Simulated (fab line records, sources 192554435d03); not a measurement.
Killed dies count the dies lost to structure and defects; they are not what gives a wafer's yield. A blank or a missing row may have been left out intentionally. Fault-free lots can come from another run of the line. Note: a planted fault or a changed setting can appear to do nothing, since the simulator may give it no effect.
Chamber matching / flow n5Finfet / N5_FIN_CUT_CUT_ETCH_27 on rieDiel-04: 4 sister chambers
The step etches SiO2 in CHF3/O2, target depth 4 nm, overetch 2 nm, time 4.9 s. 8 wafers are shown with their chamber, then 12 later ones without.

EACH WAFER AND ITS CHAMBER
wafer=L089.3; chamber=0; drypumpMotorCurrentA (A)=5.3; showerheadPlenumPTorr (Torr)=2.48
wafer=L089.6; chamber=2; drypumpMotorCurrentA (A)=4.7; showerheadPlenumPTorr (Torr)=2.27
wafer=L091.2; chamber=0; drypumpMotorCurrentA (A)=5.3; showerheadPlenumPTorr (Torr)=2.47
wafer=L091.3; chamber=1; drypumpMotorCurrentA (A)=5.6; showerheadPlenumPTorr (Torr)=2.41
wafer=L091.4; chamber=3; drypumpMotorCurrentA (A)=6.4; showerheadPlenumPTorr (Torr)=2.41
wafer=L092.2; chamber=2; drypumpMotorCurrentA (A)=4.8; showerheadPlenumPTorr (Torr)=2.27
wafer=L092.4; chamber=1; drypumpMotorCurrentA (A)=5.7; showerheadPlenumPTorr (Torr)=2.41
wafer=L092.6; chamber=3; drypumpMotorCurrentA (A)=6.4; showerheadPlenumPTorr (Torr)=2.41

WAFERS MISSING THEIR CHAMBER
wafer=L093.1; drypumpMotorCurrentA (A)=5.7; showerheadPlenumPTorr (Torr)=2.41
wafer=L093.5; drypumpMotorCurrentA (A)=4.7; showerheadPlenumPTorr (Torr)=2.27
wafer=L093.6; drypumpMotorCurrentA (A)=5.7; showerheadPlenumPTorr (Torr)=2.41
wafer=L095.1; drypumpMotorCurrentA (A)=4.8; showerheadPlenumPTorr (Torr)=2.27
wafer=L095.2; drypumpMotorCurrentA (A)=6.4; showerheadPlenumPTorr (Torr)=2.41
wafer=L095.4; drypumpMotorCurrentA (A)=4.7; showerheadPlenumPTorr (Torr)=2.27
wafer=L096.1; drypumpMotorCurrentA (A)=4.7; showerheadPlenumPTorr (Torr)=2.27
wafer=L096.3; drypumpMotorCurrentA (A)=6.4; showerheadPlenumPTorr (Torr)=2.41
wafer=L096.5; drypumpMotorCurrentA (A)=4.7; showerheadPlenumPTorr (Torr)=2.27
wafer=L097.1; drypumpMotorCurrentA (A)=4.7; showerheadPlenumPTorr (Torr)=2.26
wafer=L097.4; drypumpMotorCurrentA (A)=6.4; showerheadPlenumPTorr (Torr)=2.41
wafer=L097.5; drypumpMotorCurrentA (A)=6.4; showerheadPlenumPTorr (Torr)=2.41

THE CHAMBER EACH PASSED THROUGH
wafer=L093.1; from the rows above=1; in truth=1
wafer=L093.5; from the rows above=2; in truth=2
wafer=L093.6; from the rows above=1; in truth=1
wafer=L095.1; from the rows above=2; in truth=2
wafer=L095.2; from the rows above=3; in truth=3
wafer=L095.4; from the rows above=2; in truth=2
wafer=L096.1; from the rows above=2; in truth=2
wafer=L096.3; from the rows above=3; in truth=3
wafer=L096.5; from the rows above=2; in truth=2
wafer=L097.1; from the rows above=2; in truth=2
wafer=L097.4; from the rows above=3; in truth=3
wafer=L097.5; from the rows above=3; in truth=3
12 of 12 placed correctly. Left unplaced by these rows: 0. Wrongly placed: 0.
How it was worked out, from the rows above alone: a wafer's distance from a chamber is the root of the sum, over the readings, of the square of ((its reading less the chamber's mean) divided by the reading's scatter). If the next closest chamber is less than 2 further off than the closest, the wafer can't be placed; otherwise it belongs to the closest. The mean given for a chamber averages the wafers shown for that chamber. The scatter: the root of (the sum of the squares of (reading less its chamber's mean) over the shown wafers, divided by (wafers less chambers)).
